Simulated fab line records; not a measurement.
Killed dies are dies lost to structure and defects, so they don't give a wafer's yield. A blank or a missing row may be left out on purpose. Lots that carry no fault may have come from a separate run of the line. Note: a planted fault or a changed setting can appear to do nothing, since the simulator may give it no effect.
Which tool is to blame? | flow n5-finfet | 14 lots with 42 wafers sampled at 7 steps, on a route of 1938 steps

== WHAT EACH GAUGE READ, for each wafer ==
N5_SD_EPI_N_INSPECT_26: inspects for defects (darkfield).
lot  | measured    | on                | raw-defect-count
L229 | day 3 10:28 | defect-inspect-01 | 229 152 212
L230 | day 3 16:50 | defect-inspect-01 | 202 159 164
L231 | day 3 22:15 | defect-inspect-01 | 237 323 217
L232 | day 4 05:29 | defect-inspect-02 | 166 231 167
L233 | day 4 11:40 | defect-inspect-01 | 207 242 306
L235 | day 4 21:48 | defect-inspect-01 | 178 171 236
L236 | day 5 05:46 | defect-inspect-02 | 192 240 165
L237 | day 5 12:05 | defect-inspect-01 | 205 203 168
L240 | day 6 05:16 | defect-inspect-01 | 288 232 223
L241 | day 6 13:54 | defect-inspect-02 | 253 240 314
L245 | day 7 11:46 | defect-inspect-02 | 190 165 196
L248 | day 8 07:21 | defect-inspect-01 | 256 416 312
L250 | day 8 19:25 | defect-inspect-02 | 228 188 283
L251 | day 8 23:01 | defect-inspect-01 | 160 215 203

N5_SD_EPI_P_EPI_MEAS_23.
lot  | measured    | on            | thk-nm (nm)
L229 | day 3 14:50 | film-metro-02 | 60.3 61.1 62.8
L230 | day 3 21:35 | film-metro-01 | 61.1 60.5 59.8
L231 | day 4 03:08 | film-metro-01 | 61.1 61.0 60.8
L232 | day 4 10:14 | film-metro-01 | 60.1 63.3 60.4
L233 | day 4 15:42 | film-metro-01 | 60.8 61.8 62.4
L235 | day 5 02:41 | film-metro-02 | 61.2 61.5 62.3
L236 | day 5 10:14 | film-metro-02 | 59.3 61.4 61.2
L237 | day 5 16:07 | film-metro-01 | 60.6 60.4 62.0
L240 | day 6 09:11 | film-metro-02 | 62.6 63.7 63.5
L241 | day 6 17:56 | film-metro-01 | 60.6 60.2 14.3
L245 | day 7 15:49 | film-metro-02 | 58.2 10.7 13.2
L248 | day 8 12:35 | film-metro-01 | 61.8 61.5 60.3
L250 | day 8 23:20 | film-metro-02 | 60.2 59.6 60.0
L251 | day 9 02:55 | film-metro-02 | 61.6 60.4 60.2

N5_SD_ACTIVATION_RS_MEAS_03: measurement is done with a four-point probe.
lot  | measured    | on            | RS_SD_N (ohm/sq) | RS_SD_P (ohm/sq)
L229 | day 3 15:27 | film-metro-02 | 22.1 21.8 22.1   | 55.4 55.3 55.2
L230 | day 3 22:14 | film-metro-02 | 22.3 22.4 22.2   | 56.8 55.7 57.2
L231 | day 4 03:56 | film-metro-02 | 22.3 22.0 22.0   | 56.8 57.0 56.9
L232 | day 4 12:05 | film-metro-01 | 21.6 21.8 21.6   | 55.7 55.4 56.2
L233 | day 4 16:21 | film-metro-01 | 21.2 21.4 21.6   | 55.5 55.1 55.4
L235 | day 5 03:27 | film-metro-02 | 22.4 22.5 22.2   | 55.1 56.2 55.1
L236 | day 5 10:58 | film-metro-01 | 21.6 21.4 21.2   | 56.1 54.7 55.0
L237 | day 5 16:44 | film-metro-01 | 21.7 22.1 22.2   | 56.7 55.7 55.8
L240 | day 6 09:47 | film-metro-01 | 21.7 21.7 21.4   | 55.7 54.6 55.0
L241 | day 6 18:34 | film-metro-01 | 22.4 22.2 22.2   | 56.2 55.3 256.7
L245 | day 7 16:26 | film-metro-02 | 22.2 21.6 22.0   | 57.5 274.0 276.7
L248 | day 8 13:11 | film-metro-02 | 21.9 22.2 21.9   | 56.3 56.3 55.6
L250 | day 8 23:56 | film-metro-02 | 21.7 22.0 21.8   | 56.6 56.6 57.0
L251 | day 9 03:32 | film-metro-02 | 22.0 22.2 22.5   | 56.3 56.2 55.9

N5_BEOL_M4_RC_MEAS_101.
lot  | measured     | on        | CJ_P           | DIBL_N (mV/V)  | DIBL_P (mV/V)  | IOFF_N (nA/um) | IOFF_P (nA/um) | IOFF_P_85C (nA/um) | IOFF_P_LIN (nA/um) | IOFF_P_LONG (nA/um)        | ION_N (uA/um) | ION_P (uA/um) | REXT_P (ohm.um)   | RS_SD_P (ohm/sq) | SS_N (mV/dec)  | SS_P (mV/dec)  | VT_N (mV)   | VT_P (mV)      | VT_P_LVT (mV)
L229 | day 8 08:12  | prober-01 | 5.87 5.61 5.62 | 37.0 34.9 37.0 | 37.2 34.1 35.9 | 0.18 0.14 0.17 | 0.21 0.16 0.19 | 3.5 2.8 3.4        | 0.093 0.077 0.088  | 9.4e-05 9.2e-05 9.2e-05    | 689 662 683   | 466 451 453   | 99.5 101.0 100.5  | 64.9 65.0 64.6   | 71.7 70.4 71.9 | 73.5 72.6 73.4 | 244 251 248 | -254 -255 -254 | -98.6 -102.6 -99.6
L230 | day 8 12:54  | prober-01 | 5.68 5.44 5.46 | 34.9 37.1 34.9 | 36.3 39.6 36.8 | 0.16 0.19 0.16 | 0.17 0.23 0.18 | 3.1 3.9 3.3        | 0.085 0.105 0.089  | 9.1e-05 9.1e-05 9.1e-05    | 684 679 673   | 455 464 457   | 103.3 102.5 103.4 | 66.1 66.4 66.5   | 71.6 71.9 71.8 | 73.8 74.0 72.7 | 249 246 249 | -252 -251 -255 | -102.8 -98.6 -103.5
L231 | day 8 14:43  | prober-02 | 6.09 5.80 5.95 | 40.8 37.6 37.2 | 41.5 38.2 36.6 | 0.23 0.17 0.15 | 0.26 0.20 0.18 | 4.2 3.4 3.2        | 0.110 0.092 0.088  | 0.0001 9.6e-05 9.8e-05     | 683 688 675   | 462 465 454   | 103.9 103.5 103.9 | 66.4 66.4 65.0   | 72.8 71.1 71.1 | 74.2 73.7 73.3 | 245 248 251 | -250 -253 -255 | -95.9 -99.7 -99.6
L232 | day 8 21:28  | prober-01 | 5.40 5.94 5.52 | 37.0 38.6 36.6 | 36.2 39.5 36.2 | 0.16 0.19 0.15 | 0.20 0.25 0.20 | 3.6 4.4 3.6        | 0.098 0.116 0.099  | 0.000102 0.000112 0.000105 | 671 691 676   | 458 474 469   | 101.4 98.1 98.7   | 66.0 65.5 65.6   | 71.6 71.3 70.8 | 73.5 74.3 73.4 | 247 247 249 | -251 -247 -248 | -99.1 -95.5 -99.8
L233 | day 9 10:14  | prober-01 | 5.64 6.18 6.12 | 38.5 34.7 36.1 | 38.5 34.7 35.5 | 0.21 0.14 0.15 | 0.26 0.20 0.20 | 4.4 3.5 3.6        | 0.121 0.099 0.102  | 0.000111 0.000124 0.000122 | 694 681 679   | 476 468 469   | 98.6 98.8 99.3    | 65.5 65.0 65.2   | 72.0 71.0 71.7 | 73.7 72.8 73.1 | 242 250 250 | -245 -248 -249 | -93.8 -97.6 -96.1
L235 | day 9 19:58  | prober-01 | 5.74 5.39 5.75 | 36.8 33.8 35.6 | 35.8 32.8 34.7 | 0.16 0.12 0.15 | 0.21 0.16 0.19 | 3.7 2.9 3.4        | 0.099 0.082 0.092  | 0.000104 0.0001 0.000104   | 675 673 670   | 460 459 461   | 99.1 100.9 99.5   | 64.3 65.9 65.2   | 71.4 71.0 71.0 | 73.3 72.4 72.5 | 248 251 249 | -249 -254 -248 | -99.3 -101.9 -99.9
L236 | day 10 03:37 | prober-02 | 5.76 5.73 5.90 | 35.0 35.3 36.3 | 34.7 34.6 35.7 | 0.15 0.16 0.16 | 0.20 0.20 0.21 | 3.6 3.6 3.7        | 0.097 0.099 0.100  | 0.000102 0.000102 0.000105 | 676 677 678   | 462 465 462   | 101.7 102.9 102.8 | 65.0 64.5 64.8   | 71.1 70.5 71.2 | 73.3 72.5 73.3 | 247 246 250 | -251 -251 -251 | -98.2 -97.5 -97.7
L237 | day 10 03:55 | prober-01 | 5.61 5.87 5.65 | 35.8 34.3 36.0 | 36.4 34.1 36.2 | 0.17 0.15 0.17 | 0.23 0.21 0.24 | 4.0 3.7 4.1        | 0.112 0.105 0.115  | 0.000113 0.000118 0.000114 | 672 671 672   | 466 465 467   | 100.0 98.8 99.4   | 66.3 65.9 66.8   | 71.5 70.8 71.8 | 73.6 72.8 74.1 | 248 246 248 | -248 -248 -245 | -96.6 -97.1 -95.5
L240 | day 11 03:25 | prober-01 | 5.49 5.72 5.61 | 36.8 37.6 34.3 | 35.4 35.9 33.2 | 0.17 0.19 0.14 | 0.22 0.24 0.20 | 3.8 4.0 3.4        | 0.106 0.111 0.097  | 0.000103 0.000107 0.000105 | 663 664 667   | 456 454 457   | 98.9 99.3 99.1    | 65.1 64.3 64.8   | 71.9 72.6 71.6 | 73.8 73.5 72.9 | 250 248 250 | -248 -249 -249 | -99.2 -98.2 -101.2
L241 | day 11 07:36 | prober-02 | 5.60 5.74 5.22 | 38.1 38.4 34.5 | 37.8 38.9 29.9 | 0.17 0.19 0.12 | 0.20 0.23 0.02 | 3.5 3.9 0.4        | 0.091 0.102 0.009  | 9.1e-05 9.4e-05 0.00019    | 675 684 672   | 452 464 258   | 99.9 97.9 524.8   | 66.5 64.8 300.8  | 72.2 72.9 71.4 | 73.4 74.0 72.0 | 251 248 252 | -251 -251 -316 | -101.4 -98.7 -164.5
L245 | day 12 10:10 | prober-01 | 5.75 4.92 5.07 | 33.8 37.1 35.9 | 31.6 30.0 28.7 | 0.12 0.19 0.17 | 0.16 0.02 0.02 | 2.9 0.5 0.5        | 0.083 0.012 0.011  | 0.000113 0.000191 0.000204 | 667 681 668   | 455 258 254   | 103.2 553.6 552.4 | 67.1 316.9 326.2 | 70.6 71.2 71.5 | 71.7 71.3 71.3 | 252 245 247 | -252 -307 -312 | -100.8 -158.7 -160.0
L248 | day 13 18:14 | prober-01 | 5.89 5.78 5.76 | 35.3 34.3 34.7 | 37.2 35.6 36.1 | 0.15 0.13 0.14 | 0.20 0.18 0.19 | 3.6 3.2 3.5        | 0.097 0.089 0.094  | 0.000104 0.000101 0.000102 | 679 677 675   | 467 464 465   | 101.6 101.6 100.0 | 65.4 65.5 65.6   | 70.5 71.4 71.3 | 73.8 73.4 73.8 | 250 251 250 | -252 -252 -250 | -100.1 -101.9 -100.6
L250 | day 14 00:46 | prober-02 | 5.96 5.99 5.97 | 36.9 38.9 35.3 | 37.0 39.9 35.8 | 0.17 0.21 0.16 | 0.25 0.29 0.22 | 4.2 4.8 3.8        | 0.115 0.131 0.107  | 0.00012 0.000121 0.000121  | 673 687 683   | 465 476 472   | 100.0 100.4 100.1 | 66.6 67.0 67.4   | 71.8 72.7 71.2 | 73.1 73.8 72.8 | 247 247 250 | -246 -243 -248 | -95.4 -93.3 -96.0
L251 | day 14 23:12 | prober-01 | 5.72 6.18 5.86 | 37.0 40.1 38.5 | 35.4 39.8 38.1 | 0.15 0.20 0.18 | 0.20 0.28 0.25 | 3.6 4.6 4.2        | 0.099 0.120 0.112  | 0.000111 0.00012 0.000115  | 662 673 667   | 456 465 461   | 102.8 101.1 100.8 | 66.0 66.5 66.7   | 72.7 72.6 71.9 | 72.6 74.4 73.8 | 253 251 248 | -251 -245 -247 | -97.3 -94.1 -94.8

== WHICH TOOL RAN EACH LOT (tool, then ch and the chambers of the sampled wafers, then the start) ==
lot  | N5_SD_EPI_P_ETCH_47               | N5_SD_EPI_P_PRECLEAN_51        | N5_ILD0_LINER_00
L229 | rie-diel-01 ch 2,3, day 3 11:49   | epi-rpcvd-01 ch 0, day 3 12:17 | ald-sin-03 ch 1,2, day 3 15:49
L230 | rie-diel-01 ch 1,3, day 3 17:43   | epi-rpcvd-04 ch 0, day 3 18:16 | ald-sin-03 ch 0,1,3, day 3 22:34
L231 | rie-diel-01 ch 0,2,3, day 3 23:15 | epi-rpcvd-03 ch 0, day 3 23:46 | ald-sin-02 ch 1,2, day 4 04:16
L232 | rie-diel-06 ch 0,2,3, day 4 06:22 | epi-rpcvd-03 ch 0, day 4 06:50 | ald-sin-01 ch 0,2, day 4 12:28
L233 | rie-diel-02 ch 0,2,3, day 4 12:40 | epi-rpcvd-03 ch 0, day 4 13:12 | ald-sin-03 ch 2,3, day 4 18:12
L235 | rie-diel-01 ch 1,2,3, day 4 22:49 | epi-rpcvd-04 ch 0, day 4 23:17 | ald-sin-03 ch 1,3, day 5 04:59
L236 | rie-diel-02 ch 0,1,3, day 5 07:13 | epi-rpcvd-01 ch 0, day 5 07:41 | ald-sin-03 ch 0,2,3, day 5 11:26
L237 | rie-diel-02 ch 0,1,3, day 5 13:05 | epi-rpcvd-03 ch 0, day 5 13:35 | ald-sin-01 ch 0,1, day 5 17:20
L240 | rie-diel-02 ch 1,3, day 6 06:08   | epi-rpcvd-01 ch 0, day 6 06:37 | ald-sin-01 ch 0,1, day 6 10:08
L241 | rie-diel-01 ch 0,3, day 6 14:54   | epi-rpcvd-01 ch 0, day 6 15:24 | ald-sin-03 ch 0,1, day 6 18:54
L245 | rie-diel-06 ch 0,3, day 7 12:46   | epi-rpcvd-01 ch 0, day 7 13:16 | ald-sin-03 ch 0,1,2, day 7 16:47
L248 | rie-diel-06 ch 2,3, day 8 09:34   | epi-rpcvd-03 ch 0, day 8 10:02 | ald-sin-03 ch 1,2, day 8 13:41
L250 | rie-diel-01 ch 0,1,3, day 8 20:17 | epi-rpcvd-04 ch 0, day 8 20:46 | ald-sin-03 ch 0,2,3, day 9 00:28
L251 | rie-diel-02 ch 1,2,3, day 8 23:53 | epi-rpcvd-03 ch 0, day 9 00:23 | ald-sin-02 ch 1,2,3, day 9 03:52
- N5_SD_EPI_P_ETCH_47: etches SiOCN in CH3F/O2, target depth 25 nm.
- N5_SD_EPI_P_PRECLEAN_51: cleans in NF3:NH3, afs cycles 1, time 20 s, sublimation time 60 s.
- N5_ILD0_LINER_00: material SiNx, target thk 4 nm, pulse time 1 s, purge time 2 s.

== WHAT THE TOOLS THEMSELVES READ (means of the sampled wafers that have a number; where no wafer has one, the mark that the record gives instead) ==
N5_SD_EPI_P_ETCH_47.
lot  | tool        | drypump-motor-current-A (A) | oes_f_703_au (a.u.) | oes-product-au (a.u.) | rf-vpp-V (V) | showerhead-plenum-p-Torr (Torr) | throttle-valve-pct (%)
L229 | rie-diel-01 | 5.8                         | 0.83                | 0.82                  | 126.2        | 2.08                            | 16.12
L230 | rie-diel-01 | 6.3                         | 0.92                | 0.92                  | 127.7        | 2.02                            | 16.13
L231 | rie-diel-01 | 5.6                         | 0.82                | 0.82                  | 128.0        | 2.05                            | 16.25
L232 | rie-diel-06 | 5.5                         | 0.82                | 0.80                  | 126.6        | 2.04                            | 16.32
L233 | rie-diel-02 | 6.0                         | 0.72                | 0.71                  | 126.7        | 1.98                            | 16.51
L235 | rie-diel-01 | 6.0                         | 0.85                | 0.84                  | 128.2        | 2.02                            | 16.13
L236 | rie-diel-02 | 5.8                         | 0.73                | 0.72                  | 125.9        | 1.94                            | 16.41
L237 | rie-diel-02 | 5.8                         | 0.73                | 0.72                  | 125.1        | 1.94                            | 16.41
L240 | rie-diel-02 | 6.0                         | 0.71                | 0.71                  | 124.1        | 1.96                            | 16.25
L241 | rie-diel-01 | 5.7                         | 0.83                | 0.83                  | 127.6        | 2.08                            | 16.30
L245 | rie-diel-06 | 5.6                         | 0.85                | 0.83                  | 126.5        | 2.01                            | 16.16
L248 | rie-diel-06 | 5.4                         | 0.85                | 0.84                  | 127.6        | 2.05                            | 16.24
L250 | rie-diel-01 | 5.9                         | 0.83                | 0.84                  | 127.3        | 2.03                            | 16.30
L251 | rie-diel-02 | 5.8                         | 0.72                | 0.70                  | 124.8        | 1.98                            | 16.29

N5_ILD0_LINER_00.
lot  | tool       | heater-power-w (W) | precursor-pulse-height-rel
L229 | ald-sin-03 | 977                | 0.995
L230 | ald-sin-03 | 860                | 1.006
L231 | ald-sin-02 | 796                | 1.019
L232 | ald-sin-01 | 935                | 1.031
L233 | ald-sin-03 | 920                | 1.002
L235 | ald-sin-03 | 896                | 0.984
L236 | ald-sin-03 | 834                | 0.999
L237 | ald-sin-01 | 878                | 0.981
L240 | ald-sin-01 | 826                | 1.023
L241 | ald-sin-03 | 903                | 0.997
L245 | ald-sin-03 | 895                | 1.017
L248 | ald-sin-03 | 976                | 0.994
L250 | ald-sin-03 | 861                | 1.002
L251 | ald-sin-02 | 840                | 1.003

== THE ANSWER, worked out from the rows above alone ==
Rule: usual is defined by the lots themselves. The widest of any qualifying gaps counts: lots, ordered by their means at a reading, are off when they make up no more than a third of the lots, leave a main group of 4 or more, and stand apart from it by 3 or more times the standard deviation of that group's means. Not used: any main group whose means are identical at the precision the tables above print for the reading. A lot without any number at a reading at which 4 lots or more have one is off too. All remaining lots with rows at the step are treated as sound. After the gauges, taken in route order, come the tools' own readings; for these a lot's mean is taken, as printed above. At the first step where some lot is off, the reading lying furthest off is the one used; lots without a number count as furthest.
Off, at N5_SD_EPI_P_EPI_MEAS_23 on thk-nm: L241, L245. For the main group the mean is 61.2 nm and the standard deviation 0.79.
If a tool, at a process step before that reading, ran all the lots that are off and no sound lot after the first of them, it fits. The gauges at N5_SD_EPI_P_EPI_MEAS_23 aren't tried: what is off there is off at N5_BEOL_M4_RC_MEAS_101 too, on other tools, and a gauge's error can't cause that. One fits: N5_SD_EPI_P_PRECLEAN_51 on epi-rpcvd-01. Its last sound lot is L240 (day 6 06:37), its first lot that is off L241 (day 6 15:24): a fault that began between those two fits.

== WHAT THE SIMULATOR HAD INSERTED ==
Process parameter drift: epi-rpcvd-01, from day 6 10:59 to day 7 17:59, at N5_SD_EPI_P_PRECLEAN_51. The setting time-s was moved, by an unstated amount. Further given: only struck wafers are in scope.
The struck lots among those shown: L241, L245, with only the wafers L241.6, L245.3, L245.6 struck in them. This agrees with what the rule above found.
